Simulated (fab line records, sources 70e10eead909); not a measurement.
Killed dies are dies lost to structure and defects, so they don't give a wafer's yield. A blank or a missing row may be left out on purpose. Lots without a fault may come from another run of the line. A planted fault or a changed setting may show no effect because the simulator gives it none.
A struck lot beside a sound one | flow nand_harc | 15 steps out of a route of 1302
Sound: wafers L701.2, L701.3, L701.5. Struck: wafer L698.4. (L698.6 of the same lot was not struck and is left out.) The cause comes at the end.
At each step with rows: each side's tool, then ch and its chambers, then its first start. Under that, the readings that differ: sound wafers | struck wafers | difference of the means | sigmas: that difference in standard deviations of wafers without a fault.
alike: readings whose means differ by less than 2 such deviations, and words and numbers that are the same on both sides. not compared: withheld readings, readings that some wafer has no value for, bounds like >300 that may hide the same value, and numbers for which the record gives no deviation and whose values overlap.
The two part at a step that has a row with sigmas, a row that says differs or no value, or rows on one side only. Numbers that don't overlap but have no deviation are shown without sigmas and don't part them. A reading that every wafer of one side lacks parts them only if that side has two wafers or more.

first, 2 steps without rows for these wafers: NHARC_A_DECK1_JOINT_ANNEAL_28 (time 1800 s); NHARC_A_DECK1_JOINT_ANNEAL_29 (time 1800 s).
NHARC_A_DECK1_JOINT_CMP_02: polishes SiOx.
  sound on cmp-03 ch 1,2,3, day 21 03:37; struck on cmp-01 ch 0, day 19 19:58
  alike: edge_zone_pressure_frac, motor_current_A
then, 1 step without rows for these wafers: NHARC_A_DECK1_JOINT_SRD_15.
NHARC_A_DECK1_JOINT_DEP_16: deposits SiO2, target thk 45 nm.
  sound on pecvd-03 ch 0,2, day 21 04:02; struck on pecvd-01 ch 0, day 19 20:22
  reading              | sound          | struck | difference | sigmas
  showerhead_vpp_V (V) | 2089 1973 2052 | 1735   | -303       | -3
  alike: heater_power_outer_w, heater_power_w, mfc_precursor_sccm, throttle_valve_pct
NHARC_A_DECK1_JOINT_THK_MEAS_17: measures by ellipsometry.
  sound on film_metro-01, day 21 04:17; struck on film_metro-01, day 19 20:34
  alike: thk_nm
NHARC_A_DECK1_JOINT_INSPECT_05:
  sound on defect_inspect-02, day 21 04:20; struck on defect_inspect-01, day 19 20:36
  alike: raw_defect_count
then, 1 step without rows for these wafers: NHARC_A_ONON_D2_DEP_00 (target thk 1000 nm).
NHARC_A_ONON_D2_THK_MEAS_02: measures by ellipsometry.
  sound on film_metro-01, day 21 04:55; struck on film_metro-01, day 19 21:11
  alike: thk_nm
then, 1 step without rows for these wafers: NHARC_A_ONON_D2_DEP_03 (target thk 1000 nm).
NHARC_A_ONON_D2_THK_MEAS_05: measures by ellipsometry.
  sound on film_metro-02, day 21 05:28; struck on film_metro-02, day 19 21:44
  alike: thk_nm
NHARC_A_ONON_D2_DEP_06: target thk 1000 nm.
  sound on pecvd_onon-03 ch 0, day 21 05:35; struck on pecvd_onon-02 ch 0, day 19 21:58
NHARC_A_ONON_D2_THK_MEAS_08: measures by ellipsometry.
  sound on film_metro-01, day 21 06:03; struck on film_metro-01, day 19 22:19
  reading     | sound          | struck | difference | sigmas
  thk_nm (nm) | 1004 1005 1004 | 464    | -540       | -73
then, 1 step without rows for these wafers: NHARC_A_ONON_D2_DEP_09 (target thk 1000 nm).
-- the record jumps here: 12 days lie between the struck wafers' starts before and after (it left off in module A_ONON_D2 and takes up again in module END, whose first step shown is number 1302 of the route) --
NHARC_END_SORT_01:
  the record has rows for the struck wafers here (prober-02 ch 0, day 31 22:56) and none for the sound ones

WHERE THEY PART
First at NHARC_A_DECK1_JOINT_DEP_16; last, within this record, at NHARC_END_SORT_01.

WHY: what the simulator had put in
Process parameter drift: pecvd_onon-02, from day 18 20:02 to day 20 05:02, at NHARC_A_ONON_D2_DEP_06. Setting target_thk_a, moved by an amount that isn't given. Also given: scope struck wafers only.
